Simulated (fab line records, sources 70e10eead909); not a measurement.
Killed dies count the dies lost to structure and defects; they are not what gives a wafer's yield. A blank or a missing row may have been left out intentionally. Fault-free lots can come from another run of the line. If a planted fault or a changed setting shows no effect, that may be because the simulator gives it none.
fab line records + flow nand-harc
[record]
- lots = 6
- wafers = 16
- last-day = 34
route steps=1302 shown A_STAIRCASE@726 A_SGD_CUT@890 END@1302
lots that met no fault: taken from a fault-free run of the same line
start-h: hours from the record's first day to the start of the lot's first wafer shown + wait-h: hours elapsed since this lot's preceding step + " unchanged from the row above + L1.1+2: a single row standing in for several wafers + - either no value or no given start + * or withheld: withheld + < > ~ a bound
route shown NAME@n: NAME is a module with steps in the file, n the number in the route of the first one + usual: mean/standard deviation taken from wafers without a fault + same: alike in all rows + chamber/n: place in a boat + sites: each site's reading + _std_site: their standard deviation + _edge_site: inner sites' mean taken away from outer sites' mean + radius-mm: for every site, how far away it sits from the centre of the wafer + mask NAME#n: copy n + behind: the tool/chamber that last shaped the wafer + hold: why the lot went on hold/how many hours it stayed there/how the hold came to an end + device: the transistor (n, p or np) that didn't switch + end of line: tests of these same wafers at the route's end + a step with no rows: only its recipe + killed: not the wafer's yield, but the dies lost to structure and defects at the first sort + map: a wafer's dies, marking killed ones x, the rest . and places with no die _
set.NAME: the setting the step ran with; set.NAME@STEP: the setting that earlier step ran with + model.NAME: the simulator's own value behind a step, which no gauge read
lots seen at some steps along the route; tables by step, rows by wafer
services: from which hour (start-h, from the record's first day; less than 0 if before it) a tool's chamber was out of use, for how many hours, and why
[[steps]]
[step NHARC_A_STAIRCASE_SOFTBAKE_212]
[recipe]
- temp-c = 135
- time-s = 170
[step NHARC_A_STAIRCASE_EBR_213]
[step NHARC_A_STAIRCASE_EXPOSE_214]
[recipe]
- na = 0.5
- dose-mj = 31.26
- mask-id = STAIR_3
[step NHARC_A_STAIRCASE_PEB_215]
[recipe]
- peb-temp-c = 115
- peb-time-s = 130
[step NHARC_A_STAIRCASE_DEVELOP_216]
[recipe]
- time-s = 140
[step NHARC_A_STAIRCASE_HARDBAKE_218]
[recipe]
- temp-c = 120
- time-s = 140
[step NHARC_A_STAIRCASE_DESCUM_219]
[recipe]
- time-s = 3
- o2-flow-sccm = 200
- ar-flow-sccm = 0
- bias-power-w = 0
- chemistry = O2
[step NHARC_A_STAIRCASE_TRIM_220]
[recipe]
- time-s = 211.2
- o2-flow-sccm = 500
- ar-flow-sccm = 0
- bias-w = 0
- chemistry = O2
[step NHARC_A_STAIRCASE_ETCH_221]
[recipe]
- target-depth-a = 1000
- time-s = 40.5
- ion-energy-ev = 400
- c4f8-flow-sccm = 20
- o2-flow-sccm = 10
- ar-flow-sccm = withheld
- rf-w = 600
- bias-w = 1000
- chemistry = C4F8/O2
[usual]
- bias-w = 1000.2/2.7
- chamber-pressure-mTorr = 25.001/0.023
- oes-product-au = 0.943/0.012
- rf-vpp-V = 896/6.4
| lot.wafer | tool        | chamber | start-h | wait-h | bias-w | chamber-pressure-mTorr | oes-product-au | rf-hours-counter-h | rf-vpp-V |
|-----------|-------------|---------|---------|--------|--------|------------------------|----------------|--------------------|----------|
| L510.1    | rie-diel-05 | 3       | -       | -      | 997.6  | 24.983                 | 0.951          | 38                 | 888      |
| L510.3    | "           | 1       | "       | "      | 1000.1 | 24.958                 | 0.939          | 35                 | 893      |
| L510.4    | "           | 2       | "       | "      | 999.8  | 25.015                 | 0.934          | 34                 | 893      |
| L518.3    | rie-diel-05 | 1       | -       | -      | 1001.0 | 24.971                 | 0.924          | 11                 | 892      |
| L518.6    | "           | 2       | "       | "      | 1000.2 | 25.044                 | 0.932          | -                  | 891      |
| L518.5    | "           | 3       | "       | "      | 1003.1 | 24.973                 | 0.926          | -                  | 904      |
| L526.5    | rie-diel-05 | 3       | -       | -      | 996.8  | 24.996                 | 0.953          | -                  | 905      |
| L527.1    | rie-diel-05 | 1       | -       | -      | 1001.3 | 24.961                 | 0.943          | 42                 | 893      |
| L527.4    | "           | 3       | "       | "      | 1002.8 | 25.023                 | 0.952          | 43                 | 904      |
| L527.5    | "           | 0       | "       | "      | 1005.8 | 25.018                 | 0.959          | -                  | 893      |
| L532.3    | rie-diel-08 | 0       | -       | -      | 999.6  | 25.004                 | 0.928          | 8                  | 897      |
| L532.2    | "           | 1       | "       | "      | 1001.2 | 24.983                 | 0.942          | 7                  | 905      |
| L532.5    | "           | 0       | "       | "      | 997.7  | 24.995                 | 0.938          | -                  | 896      |
| L533.4    | rie-diel-05 | 0       | -       | -      | 999.5  | 24.972                 | 0.937          | 7                  | 894      |
| L533.1    | "           | 3       | "       | "      | 1000.0 | 24.975                 | 0.935          | 8                  | 905      |
| L533.6    | "           | 0       | "       | "      | 998.8  | 24.992                 | 0.923          | -                  | 891      |
[step NHARC_A_STAIRCASE_TRIM_222]
[recipe]
- time-s = 211.2
- o2-flow-sccm = 500
- ar-flow-sccm = 0
- bias-w = 0
- chemistry = O2
[usual]
- chamber-pressure-mTorr = 60.01/0.05
- drypump-motor-current-A = 6.16/0.21
- oes-product-au = 1.000/0.0092
- rf-vpp-V = 57.7/0.96
- showerhead-plenum-p-Torr = 3.54/0.17
- throttle-valve-pct = 17.037/0.0079
[same]
- bias-w = 0
| lot.wafer | tool        | chamber | start-h | wait-h | chamber-pressure-mTorr | drypump-motor-current-A | oes-product-au | rf-hours-counter-h | rf-vpp-V | showerhead-plenum-p-Torr | throttle-valve-pct |
|-----------|-------------|---------|---------|--------|------------------------|-------------------------|----------------|--------------------|----------|--------------------------|--------------------|
| L510.1    | rie-diel-05 | 2       | -       | -      | 59.94                  | 6.12                    | 1.008          | 34                 | 57.8     | 3.39                     | 17.029             |
| L510.3    | "           | 3       | "       | "      | 60.00                  | 6.41                    | 1.016          | 38                 | 58.2     | 3.28                     | 17.048             |
| L510.4    | "           | 0       | "       | "      | 60.08                  | 5.86                    | 1.005          | 40                 | 57.8     | 3.48                     | 17.037             |
| L518.3    | rie-diel-05 | 1       | -       | -      | 59.90                  | 6.08                    | 1.000          | 11                 | 58.7     | 3.43                     | 17.031             |
| L518.6    | "           | 1       | "       | "      | 60.02                  | 6.07                    | 0.989          | -                  | 57.5     | 3.43                     | 17.032             |
| L518.5    | "           | 2       | "       | "      | 59.95                  | 6.13                    | 0.996          | -                  | 57.8     | 3.38                     | 17.039             |
| L526.5    | rie-diel-05 | 2       | -       | -      | 60.05                  | 6.14                    | 0.987          | -                  | 57.6     | 3.36                     | 17.039             |
| L527.1    | rie-diel-05 | 0       | -       | -      | 59.99                  | 5.82                    | 1.008          | 33                 | 58.2     | 3.45                     | 17.046             |
| L527.4    | "           | 1       | "       | "      | 60.09                  | 6.11                    | 0.993          | 42                 | 56.3     | 3.42                     | 17.031             |
| L527.5    | "           | 0       | "       | "      | 59.94                  | 5.79                    | 1.000          | -                  | 57.6     | 3.45                     | 17.038             |
| L532.3    | rie-diel-08 | 3       | -       | -      | 59.96                  | 6.32                    | 1.008          | 10                 | 56.4     | 3.37                     | 17.030             |
| L532.2    | "           | 0       | "       | "      | 59.91                  | 6.41                    | 0.991          | 9                  | 58.4     | 3.52                     | 17.047             |
| L532.5    | "           | 2       | "       | "      | 60.04                  | 6.32                    | 1.003          | -                  | 58.0     | 3.77                     | 17.038             |
| L533.4    | rie-diel-05 | 1       | -       | -      | 60.10                  | 6.07                    | 1.006          | 6                  | 57.4     | 3.41                     | 17.032             |
| L533.1    | "           | 2       | "       | "      | 59.95                  | 6.14                    | 0.992          | 8                  | 57.2     | 3.35                     | 17.035             |
| L533.6    | "           | 3       | "       | "      | 60.03                  | 6.41                    | 1.001          | -                  | 58.5     | 3.77                     | 17.057             |
[step NHARC_A_STAIRCASE_ETCH_223]
[recipe]
- target-depth-a = 1000
- time-s = 40.5
- ion-energy-ev = 400
- c4f8-flow-sccm = 20
- o2-flow-sccm = 10
- ar-flow-sccm = withheld
- rf-w = 600
- bias-w = 1000
- chemistry = C4F8/O2
[step NHARC_A_STAIRCASE_TRIM_224]
[recipe]
- time-s = 211.2
- o2-flow-sccm = 500
- ar-flow-sccm = 0
- bias-w = 0
- chemistry = O2
[usual]
- chamber-pressure-mTorr = 59.99/0.057
- drypump-motor-current-A = 6.16/0.23
- oes-product-au = 0.998/0.0088
- rf-vpp-V = 57.8/0.92
- showerhead-plenum-p-Torr = 3.53/0.17
- throttle-valve-pct = 17.037/0.0084
[same]
- bias-w = 0
| lot.wafer | tool        | chamber | start-h | wait-h | chamber-pressure-mTorr | drypump-motor-current-A | oes-product-au | rf-hours-counter-h | rf-vpp-V | showerhead-plenum-p-Torr | throttle-valve-pct |
|-----------|-------------|---------|---------|--------|------------------------|-------------------------|----------------|--------------------|----------|--------------------------|--------------------|
| L510.4    | rie-diel-05 | 3       | 350.42  | -      | 59.89                  | 6.41                    | 0.999          | 38                 | 56.2     | 3.28                     | 17.032             |
| L510.1    | "           | 0       | "       | "      | 59.92                  | 5.86                    | 1.021          | 40                 | 58.2     | 3.48                     | 17.028             |
| L510.3    | "           | 1       | "       | "      | 59.92                  | 6.05                    | 0.990          | 36                 | 57.9     | 3.45                     | 17.035             |
| L518.3    | rie-diel-05 | 1       | 448.10  | -      | 59.92                  | 6.09                    | 1.005          | 11                 | 58.9     | 3.43                     | 17.034             |
| L518.5    | "           | 2       | "       | "      | 59.94                  | 6.12                    | 0.999          | -                  | 56.6     | 3.38                     | 17.038             |
| L518.6    | "           | 3       | "       | "      | 59.98                  | 6.41                    | 1.001          | -                  | 58.7     | 3.80                     | 17.048             |
| L526.5    | rie-diel-05 | 2       | 516.08  | -      | 59.94                  | 6.12                    | 0.982          | -                  | 57.7     | 3.36                     | 17.039             |
| L527.1    | rie-diel-05 | 2       | 534.21  | -      | 60.04                  | 6.15                    | 0.997          | 42                 | 56.8     | 3.36                     | 17.036             |
| L527.4    | "           | 0       | "       | "      | 59.98                  | 5.86                    | 1.001          | 33                 | 56.1     | 3.45                     | 17.031             |
| L527.5    | "           | 1       | "       | "      | 60.01                  | 6.10                    | 0.995          | -                  | 56.3     | 3.42                     | 17.045             |
| L532.3    | rie-diel-08 | 3       | 584.83  | -      | 59.97                  | 6.29                    | 1.000          | 10                 | 57.4     | 3.37                     | 17.032             |
| L532.2    | "           | 0       | "       | "      | 59.97                  | 6.45                    | 0.987          | 9                  | 57.9     | 3.52                     | 17.042             |
| L532.5    | "           | 0       | "       | "      | 60.03                  | 6.43                    | 1.004          | -                  | 58.2     | 3.52                     | 17.035             |
| L533.1    | rie-diel-05 | 0       | 612.57  | -      | 59.93                  | 5.88                    | 0.992          | 7                  | 57.1     | 3.44                     | 17.060             |
| L533.4    | "           | 2       | "       | "      | 60.04                  | 6.11                    | 0.989          | 8                  | 58.2     | 3.35                     | 17.047             |
| L533.6    | "           | 1       | "       | "      | 60.01                  | 6.07                    | 1.014          | -                  | 57.7     | 3.41                     | 17.040             |
[step NHARC_A_STAIRCASE_ETCH_225]
[recipe]
- target-depth-a = 1000
- time-s = 40.5
- ion-energy-ev = 400
- c4f8-flow-sccm = 20
- o2-flow-sccm = 10
- ar-flow-sccm = withheld
- rf-w = 600
- bias-w = 1000
- chemistry = C4F8/O2
[step NHARC_A_STAIRCASE_TRIM_226]
[recipe]
- time-s = 211.2
- o2-flow-sccm = 500
- ar-flow-sccm = 0
- bias-w = 0
- chemistry = O2
[step NHARC_A_STAIRCASE_ETCH_227]
[recipe]
- target-depth-a = 1000
- time-s = 40.5
- ion-energy-ev = 400
- c4f8-flow-sccm = 20
- o2-flow-sccm = 10
- ar-flow-sccm = withheld
- rf-w = 600
- bias-w = 1000
- chemistry = C4F8/O2
[step NHARC_A_STAIRCASE_TRIM_229]
[recipe]
- time-s = 211.2
- o2-flow-sccm = 500
- ar-flow-sccm = 0
- bias-w = 0
- chemistry = O2
[step NHARC_A_STAIRCASE_ETCH_230]
[recipe]
- target-depth-a = 1000
- time-s = 40.5
- ion-energy-ev = 400
- c4f8-flow-sccm = 20
- o2-flow-sccm = 10
- ar-flow-sccm = withheld
- rf-w = 600
- bias-w = 1000
- chemistry = C4F8/O2
[step NHARC_A_STAIRCASE_TRIM_231]
[recipe]
- time-s = 211.2
- o2-flow-sccm = 500
- ar-flow-sccm = 0
- bias-w = 0
- chemistry = O2
[step NHARC_A_STAIRCASE_ETCH_232]
[recipe]
- target-depth-a = 1000
- time-s = 40.5
- ion-energy-ev = 400
- c4f8-flow-sccm = 20
- o2-flow-sccm = 10
- ar-flow-sccm = withheld
- rf-w = 600
- bias-w = 1000
- chemistry = C4F8/O2
[usual]
- bias-w = 999.9/2.7
- chamber-pressure-mTorr = 25.002/0.023
- oes-product-au = 0.943/0.011
- rf-vpp-V = 896/6.2
| lot.wafer | tool        | chamber | start-h | wait-h | bias-w | chamber-pressure-mTorr | oes-product-au | rf-hours-counter-h | rf-vpp-V |
|-----------|-------------|---------|---------|--------|--------|------------------------|----------------|--------------------|----------|
| L510.4    | rie-diel-05 | 0       | -       | -      | 998.5  | 24.965                 | 0.954          | 40                 | 894      |
| L510.1    | "           | 1       | "       | "      | 1001.0 | 25.016                 | 0.941          | 36                 | 893      |
| L510.3    | "           | 3       | "       | "      | 1001.4 | 24.994                 | 0.936          | 39                 | 886      |
| L518.3    | rie-diel-05 | 1       | -       | -      | 993.3  | 24.993                 | 0.948          | 12                 | 893      |
| L518.5    | "           | 2       | "       | "      | 1002.9 | 24.967                 | 0.943          | -                  | 892      |
| L518.6    | "           | 3       | "       | "      | 1002.1 | 25.006                 | 0.943          | -                  | 905      |
| L526.5    | rie-diel-05 | 1       | -       | -      | 996.7  | 25.005                 | 0.935          | -                  | 892      |
| L527.4    | rie-diel-05 | 3       | -       | -      | 999.4  | 24.984                 | 0.952          | 43                 | 906      |
| L527.1    | "           | 0       | "       | "      | 1007.2 | 25.045                 | 0.966          | 33                 | 894      |
| L527.5    | "           | 1       | "       | "      | 1003.7 | 24.974                 | 0.947          | -                  | 893      |
| L532.3    | rie-diel-08 | 2       | -       | -      | 999.3  | 25.035                 | 0.939          | 9                  | 905      |
| L532.2    | "           | 3       | "       | "      | 998.4  | 25.076                 | 0.957          | 11                 | 890      |
| L532.5    | "           | 0       | "       | "      | 998.2  | 25.034                 | 0.956          | -                  | 897      |
| L533.1    | rie-diel-08 | 1       | -       | -      | 999.1  | 25.023                 | 0.956          | 19                 | 903      |
| L533.6    | "           | 0       | "       | "      | 1002.0 | 25.002                 | 0.953          | -                  | 895      |
| L533.4    | "           | 1       | "       | "      | 997.1  | 25.027                 | 0.948          | -                  | 904      |
[step NHARC_A_STAIRCASE_TRIM_233]
[recipe]
- time-s = 211.2
- o2-flow-sccm = 500
- ar-flow-sccm = 0
- bias-w = 0
- chemistry = O2
[step NHARC_A_STAIRCASE_ETCH_234]
[recipe]
- target-depth-a = 1000
- time-s = 40.5
- ion-energy-ev = 400
- c4f8-flow-sccm = 20
- o2-flow-sccm = 10
- ar-flow-sccm = withheld
- rf-w = 600
- bias-w = 1000
- chemistry = C4F8/O2
[usual]
- bias-w = 999.6/2.9
- chamber-pressure-mTorr = 25.000/0.019
- oes-product-au = 0.944/0.011
- rf-vpp-V = 896/6.4
| lot.wafer | tool        | chamber | start-h | wait-h | bias-w | chamber-pressure-mTorr | oes-product-au | rf-hours-counter-h | rf-vpp-V |
|-----------|-------------|---------|---------|--------|--------|------------------------|----------------|--------------------|----------|
| L510.3    | rie-diel-05 | 2       | -       | -      | 996.6  | 24.999                 | 0.933          | 35                 | 890      |
| L510.4    | "           | 0       | "       | "      | 998.0  | 25.020                 | 0.956          | 41                 | 895      |
| L510.1    | "           | 1       | "       | "      | 1002.4 | 24.992                 | 0.944          | 36                 | 894      |
| L518.3    | rie-diel-05 | 2       | -       | -      | 1001.7 | 25.000                 | 0.941          | 12                 | 890      |
| L518.6    | "           | 3       | "       | "      | 998.4  | 24.999                 | 0.933          | -                  | 906      |
| L518.5    | "           | 0       | "       | "      | 995.6  | 24.957                 | 0.946          | -                  | 894      |
| L526.5    | rie-diel-05 | 1       | -       | -      | 1004.2 | 24.987                 | 0.938          | -                  | 893      |
| L527.4    | rie-diel-05 | 1       | -       | -      | 996.2  | 24.979                 | 0.934          | 42                 | 891      |
| L527.1    | "           | 3       | "       | "      | 1001.5 | 25.013                 | 0.945          | 43                 | 906      |
| L527.5    | "           | 2       | "       | "      | 999.1  | 24.994                 | 0.947          | -                  | 890      |
| L532.2    | rie-diel-08 | 3       | -       | -      | 1005.5 | 25.023                 | 0.946          | 11                 | 890      |
| L532.3    | "           | 0       | "       | "      | 997.4  | 25.003                 | 0.959          | 9                  | 895      |
| L532.5    | "           | 2       | "       | "      | 997.5  | 24.982                 | 0.948          | -                  | 905      |
| L533.1    | rie-diel-08 | 1       | -       | -      | 999.9  | 24.966                 | 0.941          | 19                 | 902      |
| L533.4    | "           | 2       | "       | "      | 1001.4 | 25.001                 | 0.940          | -                  | 904      |
| L533.6    | "           | 1       | "       | "      | 1003.0 | 25.016                 | 0.954          | -                  | 903      |
[step NHARC_A_STAIRCASE_TRIM_235]
[recipe]
- time-s = 211.2
- o2-flow-sccm = 500
- ar-flow-sccm = 0
- bias-w = 0
- chemistry = O2
[step NHARC_A_STAIRCASE_ETCH_236]
[recipe]
- target-depth-a = 1000
- time-s = 40.5
- ion-energy-ev = 400
- c4f8-flow-sccm = 20
- o2-flow-sccm = 10
- ar-flow-sccm = withheld
- rf-w = 600
- bias-w = 1000
- chemistry = C4F8/O2
[step NHARC_A_STAIRCASE_STRIP_238]
[recipe]
- power-w = 1500
- temp-c = 250
- chemistry = O2
[step NHARC_A_STAIRCASE_STRIP_239]
[recipe]
- time-s = 900
- temp-c = 130
- chemistry = SPM
[step NHARC_A_STAIRCASE_PRECLEAN_240]
[recipe]
- time-s = *
- temp-c = 50
- bath-age-min = 0
- chemistry = SC1
[step NHARC_A_STAIRCASE_SRD_241]
[step NHARC_A_STAIRCASE_DEHYDRATE_242]
[recipe]
- temp-c = 150
- time-s = 120
[step NHARC_A_STAIRCASE_HMDS_243]
[recipe]
- time-s = 30
[step NHARC_A_STAIRCASE_COAT_244]
[recipe]
- spin-rpm = 1200
[step NHARC_A_STAIRCASE_SOFTBAKE_245]
[recipe]
- temp-c = 135
- time-s = 170
[step NHARC_A_STAIRCASE_EBR_246]
[step NHARC_A_STAIRCASE_EXPOSE_247]
[recipe]
- na = 0.5
- dose-mj = 25.34
- mask-id = SDS_1
[step NHARC_A_STAIRCASE_PEB_248]
[recipe]
- peb-temp-c = 115
- peb-time-s = 130
[step NHARC_A_STAIRCASE_DEVELOP_249]
[recipe]
- time-s = 140
[step NHARC_A_STAIRCASE_HARDBAKE_251]
[recipe]
- temp-c = 120
- time-s = 140
[step NHARC_A_STAIRCASE_DESCUM_252]
[recipe]
- time-s = 3
- o2-flow-sccm = 200
- ar-flow-sccm = 0
- bias-power-w = 0
- chemistry = O2
[usual]
- chamber-pressure-mTorr = 59.99/0.055
- drypump-motor-current-A = 6.13/0.26
- oes-product-au = 1.001/0.0085
- rf-vpp-V = 57.8/0.88
- showerhead-plenum-p-Torr = 1.91/0.1
- throttle-valve-pct = 11.312/0.01
| lot.wafer | tool        | chamber | start-h | wait-h | chamber-pressure-mTorr | drypump-motor-current-A | oes-product-au | rf-hours-counter-h | rf-vpp-V | showerhead-plenum-p-Torr | throttle-valve-pct |
|-----------|-------------|---------|---------|--------|------------------------|-------------------------|----------------|--------------------|----------|--------------------------|--------------------|
| L510.1    | rie-diel-09 | 3       | 353.60  | -      | 59.95                  | 6.02                    | 1.013          | 11                 | 58.4     | 2.00                     | 11.312             |
| L510.4    | "           | 0       | "       | "      | 60.07                  | 6.37                    | 1.006          | 10                 | 58.1     | 1.82                     | 11.312             |
| L510.3    | "           | 1       | "       | "      | 60.02                  | 5.54                    | 0.990          | 9                  | 57.7     | 2.03                     | 11.302             |
| L518.3    | rie-diel-08 | 3       | 451.32  | -      | 59.97                  | 6.29                    | 0.994          | 17                 | 57.9     | 1.84                     | 11.292             |
| L518.6    | "           | 2       | "       | "      | 60.08                  | 6.33                    | 0.995          | -                  | 58.2     | 2.07                     | 11.317             |
| L518.5    | "           | 3       | "       | "      | 60.00                  | 6.28                    | 0.991          | -                  | 57.5     | 1.84                     | 11.321             |
| L526.5    | rie-diel-05 | 3       | 519.20  | -      | 59.95                  | 6.40                    | 0.998          | -                  | 59.4     | 2.06                     | 11.292             |
| L527.4    | rie-diel-09 | 1       | 538.72  | -      | 59.96                  | 5.56                    | 1.019          | 9                  | 56.8     | 2.02                     | 11.318             |
| L527.1    | "           | 2       | "       | "      | 60.02                  | 6.25                    | 1.001          | 13                 | 58.5     | 1.81                     | 11.302             |
| L527.5    | "           | 1       | "       | "      | 59.97                  | 5.55                    | 1.010          | -                  | 56.9     | 2.02                     | 11.303             |
| L532.3    | rie-diel-09 | 2       | 588.03  | -      | 60.00                  | 6.27                    | 1.009          | 29                 | 56.8     | 1.80                     | 11.303             |
| L532.2    | "           | 0       | "       | "      | 60.01                  | 6.41                    | 1.012          | 25                 | 57.2     | 1.79                     | 11.310             |
| L532.5    | "           | 2       | "       | "      | 60.01                  | 6.28                    | 1.000          | -                  | 58.2     | 1.80                     | 11.322             |
| L533.1    | rie-diel-09 | 1       | 616.01  | -      | 60.01                  | 5.56                    | 1.005          | 33                 | 56.8     | 2.01                     | 11.329             |
| L533.4    | "           | 3       | "       | "      | 60.05                  | 6.02                    | 0.998          | 33                 | 58.5     | 1.97                     | 11.339             |
| L533.6    | "           | 1       | "       | "      | 59.93                  | 5.55                    | 1.009          | -                  | 58.5     | 2.01                     | 11.314             |
[step NHARC_A_STAIRCASE_ETCH_253]
[recipe]
- target-depth-a = 500
- time-s = 20.2
- ion-energy-ev = 400
- c4f8-flow-sccm = 20
- o2-flow-sccm = 10
- ar-flow-sccm = withheld
- rf-w = 600
- bias-w = 1000
- chemistry = C4F8/O2
[step NHARC_A_SGD_CUT_DEP_00]
[recipe]
- target-thk-a = 500
- temp-c = 400
- target-thk-nm = 50
- flow-sccm = 200
- rf-w = 450
- material = SiNx
[usual]
- heater-power-w = 733/100
| lot.wafer | tool     | chamber | start-h | wait-h | hold                     | heater-power-w |
|-----------|----------|---------|---------|--------|--------------------------|----------------|
| L510.1    | pecvd-04 | 0       | 425.01  | 0.1    | -                        | 715            |
| L510.4    | "        | 0       | "       | "      | -                        | 758            |
| L510.3    | "        | 1       | "       | "      | -                        | 851            |
| L518.3    | pecvd-04 | 0       | 517.97  | 0.1    | -                        | 720            |
| L518.5    | "        | 1       | "       | "      | -                        | 963            |
| L518.6    | "        | 2       | "       | "      | -                        | 636            |
| L526.5    | pecvd-01 | 1       | 589.82  | 4.2    | await-dispo/4.0h/release | 781            |
| L527.1    | pecvd-03 | 2       | 615.60  | 1.7    | await-dispo/1.6h/release | 738            |
| L527.4    | "        | 1       | "       | "      | await-dispo/1.6h/release | 651            |
| L527.5    | "        | 0       | "       | "      | await-dispo/1.6h/release | 644            |
| L532.3    | pecvd-03 | 0       | 661.28  | 0.1    | -                        | 715            |
| L532.2    | "        | 1       | "       | "      | -                        | 689            |
| L532.5    | "        | 1       | "       | "      | -                        | 674            |
| L533.1    | pecvd-01 | 1       | 688.70  | 0.1    | -                        | 572            |
| L533.4    | "        | 2       | "       | "      | -                        | 798            |
| L533.6    | "        | 0       | "       | "      | -                        | 722            |
[step NHARC_END_SORT_01]
[recipe]
- temp-c = 25
[usual]
- killed-at-array = 59/20
- killed-at-other = 0.8/1.2
- killed-at-periphery = 3.5/2.2
- killed-dies = 63/20
- killed-open = 3.3/1.8
- killed-short = 2.6/1.7
[same]
- gross-dies = 677
| lot.wafer | tool      | chamber | start-h | wait-h | killed-at-array | killed-at-other | killed-at-periphery | killed-dies | killed-open | killed-short |
|-----------|-----------|---------|---------|--------|-----------------|-----------------|---------------------|-------------|-------------|--------------|
| L526.5    | prober-02 | 0       | 729.88  | 3.7    | 130             | 0               | 6                   | 136         | 3           | 2            |
| L527.1    | prober-02 | 0       | 747.21  | 2.5    | 118             | 0               | 6                   | 124         | 9           | 2            |
// killed by level:class
L526.5 A_STAIRCASE:unspecified=70 A_CHANNEL_HOLE_D2:chamber-film-flake=21 A_SLIT:chamber-film-flake=16 A_CHANNEL_HOLE_D1:chamber-film-flake=8 A_STAIRCASE:chamber-film-flake=6 A_CONTACT:chamber-film-flake=5 P_M2:chamber-film-flake=3 A_M0:geometric-particle:open=2
L527.1 A_STAIRCASE:unspecified=74 A_CHANNEL_HOLE_D1:chamber-film-flake=10 A_SLIT:chamber-film-flake=8 A_CONTACT:chamber-film-flake=7 A_M1:chamber-film-flake=5 P_CONTACT:geometric-particle:open=2 A_M0:geometric-particle:open=2 A_STAIRCASE:chamber-film-flake=2
// map L526.5 (x killed, . not)
____________.____________
_________......x_________
_______..........._______
______......x......______
_____.......x......._____
____.................____
____.................____
___...................___
___..x................___
__.....x...............__
__.....................__
_......................._
_......................._
_.x.............x..x...._
_xxxx..................._
_xxx.xx..x..x......x...._
xxxxxxxx.x.xx..xx..x.....
xxxxxxxxx................
xxxxxxxxxx.x...x.........
xxxxxxx...x..............
xxxxxxxxxxx.............x
_xxxxxxxxxx.x..........._
_xxxxxxxxxxxx..........._
_xxxxxxxxxx.x..........._
_xxxxxxxx...x..........._
_xxxxxx.xx.............._
__xxx..................__
__.x...................__
___...................___
___...................___
____.........x.......____
____...x.............____
_____........x......_____
______......x......______
_______..........._______
_________x..x..._________
____________.____________
// map L527.1 (x killed, . not)
____________.____________
_________......x_________
_______..........._______
______.............______
_____....x.........._____
____.................____
____...x....xx.......____
___.........x.x.......___
___...................___
__.....................__
__.....................__
_......................._
_............x....x.x..._
_x.x...........x.xx..xx._
_xx....x...x...xxx...xxx_
_xxxx......xx..........._
xxxxxx.......x.........x.
xxxxxxx....x.......x.....
xxxxxx..xx....x.xx.......
xxxxxxxx..x..............
xxxxxxx....x.............
_xxxxxxx..x.......x....._
_xxxxxx...x...xx........_
_xxxxx...x.............._
_xxxxx.......x.........._
_xxxxx...xx............._
__xx............x......__
__xx...x..............x__
___..x................___
___...................___
____.......x.........____
____.................____
_____..............._____
______.............______
_______..........._______
_________......._________
____________.____________
[[services]]
| tool        | chamber | start-h | hours | kind   |
|-------------|---------|---------|-------|--------|
| pecvd-04    | 2       | 329.42  | 7.9   | repair |
| pecvd-03    | -       | 330.07  | 0.8   | repair |
| pecvd-04    | 1       | 333.64  | 13.7  | repair |
| rie-diel-05 | 1       | 344.18  | 2.7   | repair |
| pecvd-04    | -       | 346.13  | 3.6   | repair |
| pecvd-03    | -       | 366.00  | 13.0  | pm     |
| rie-diel-08 | -       | 370.21  | 9.0   | pm     |
| pecvd-04    | -       | 377.37  | 1.3   | repair |
| rie-diel-05 | -       | 406.94  | 9.0   | pm     |
| rie-diel-08 | 3       | 412.08  | 4.3   | repair |
| rie-diel-05 | 1       | 427.45  | 4.4   | repair |
| rie-diel-05 | 0       | 450.35  | 27.5  | repair |
| rie-diel-08 | 1       | 488.52  | 14.4  | repair |
| rie-diel-09 | -       | 498.03  | 9.0   | pm     |
| rie-diel-09 | 1       | 527.53  | 4.6   | repair |
| rie-diel-08 | -       | 547.21  | 9.0   | pm     |
| rie-diel-05 | -       | 583.94  | 9.0   | pm     |
| rie-diel-08 | 3       | 608.46  | 5.6   | repair |
| rie-diel-09 | 2       | 613.41  | 2.0   | repair |
| rie-diel-08 | 0       | 613.68  | 2.7   | repair |
| rie-diel-05 | 1       | 631.90  | 3.1   | repair |
| rie-diel-08 | -       | 671.24  | 1.1   | repair |
| rie-diel-09 | -       | 675.22  | 9.0   | pm     |
| rie-diel-08 | -       | 685.94  | 0.4   | repair |
[[key]]
[first-sign]
- step = NHARC_END_SORT_01
- reading = killed-dies
- direction = up
- sigmas = 3.4
- usual = 63
- struck = 130
[effect]
- step = NHARC_END_SORT_01
- reading = killed-at-array
- direction = up
- sigmas = 3.3
- usual = 59
- struck = 124
[more-kills-born-at]
- NHARC_A_STAIRCASE_TRIM_224@rie-diel-05 = 144
met-at NHARC_A_STAIRCASE_TRIM_224
struck-wafers L526.5,L527.1
tester-left-out L526,L527
onset-between 448.10 516.08
[fault]
- kind = chamber-particle-source
- tool = rie-diel-05
- chamber = 2
- onset-h = 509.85
- steps = NHARC_A_STAIRCASE_TRIM_224
- rate-per-visit-cm2 = 1.4509
- end-h = 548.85
// tester-left-out: of these lots the tester's yield and bins aren't shown, on N5 and GAA mostly nor the transistor test; their killed dies are dies lost to structure and defects alone, not to doping, threshold or leakage, so they don't give the yield
